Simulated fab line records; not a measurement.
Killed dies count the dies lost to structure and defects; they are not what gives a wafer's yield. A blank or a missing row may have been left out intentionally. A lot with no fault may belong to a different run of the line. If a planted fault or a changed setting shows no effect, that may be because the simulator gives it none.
Chamber matching + flow n5 finfet + N5_HKMG_FIN_CMP_94 on cmp-01 has 4 sister chambers
The step polishes, stops on SiNx, t overpolish 4.7 s, target thk 43.299 nm. 8 wafers are shown with their chamber, then 11 later ones without.

WAFERS WITH THEIR CHAMBER
| wafer  | chamber | motor current A (A) | edge zone pressure frac |
|--------|---------|---------------------|-------------------------|
| L081.2 | 1       | 12.1                | 0.995                   |
| L087.6 | 2       | 17.1                | 1.000                   |
| L088.1 | 3       | 10.9                | 1.000                   |
| L088.2 | 1       | 11.2                | 0.996                   |
| L088.4 | 2       | 17.2                | 1.002                   |
| L088.5 | 3       | 11.0                | 1.002                   |
| L088.6 | 0       | 12.0                | 0.995                   |
| L092.1 | 0       | 12.3                | 1.002                   |

WAFERS WITH NO CHAMBER GIVEN
| wafer  | motor current A (A) | edge zone pressure frac |
|--------|---------------------|-------------------------|
| L092.3 | 11.0                | 0.997                   |
| L092.6 | 10.9                | 1.002                   |
| L094.1 | 17.1                | 0.997                   |
| L094.2 | 11.4                | 0.993                   |
| L094.6 | 11.6                | 0.997                   |
| L096.1 | 17.0                | 1.001                   |
| L096.2 | 11.0                | 0.997                   |
| L096.6 | 12.8                | 1.004                   |
| L097.1 | 12.7                | 1.010                   |
| L097.3 | 17.2                | 1.002                   |
| L097.5 | 12.4                | 1.003                   |

CHAMBER TAKEN BY EACH
| wafer  | from the rows above          | in truth |
|--------|------------------------------|----------|
| L092.3 | can't be placed: 3 or 1 or 0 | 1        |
| L092.6 | 3                            | 3        |
| L094.1 | 2                            | 2        |
| L094.2 | can't be placed: 1 or 0      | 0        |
| L094.6 | can't be placed: 1 or 0 or 3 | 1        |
| L096.1 | 2                            | 2        |
| L096.2 | can't be placed: 3 or 1 or 0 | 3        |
| L096.6 | can't be placed: 0 or 1      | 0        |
| L097.1 | can't be placed: 0 or 3 or 1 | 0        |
| L097.3 | 2                            | 2        |
| L097.5 | can't be placed: 0 or 1      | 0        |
4 of 11 placed correctly. From these rows, 7 cannot be placed; in 7 the true chamber is one of the candidates. Wrongly placed: 0.
How it was worked out, from the rows above alone: a wafer's distance from a chamber is the root of the sum, over the readings, of the square of ((its reading less the chamber's mean) divided by the reading's scatter). If the next closest chamber is less than 2 further off than the closest, the wafer can't be placed; otherwise it belongs to the closest. A chamber's mean is the mean of its shown wafers. The scatter: take each reading less its chamber's mean, square it, sum over the shown wafers, divide by the number of wafers less the number of chambers, and take the root.
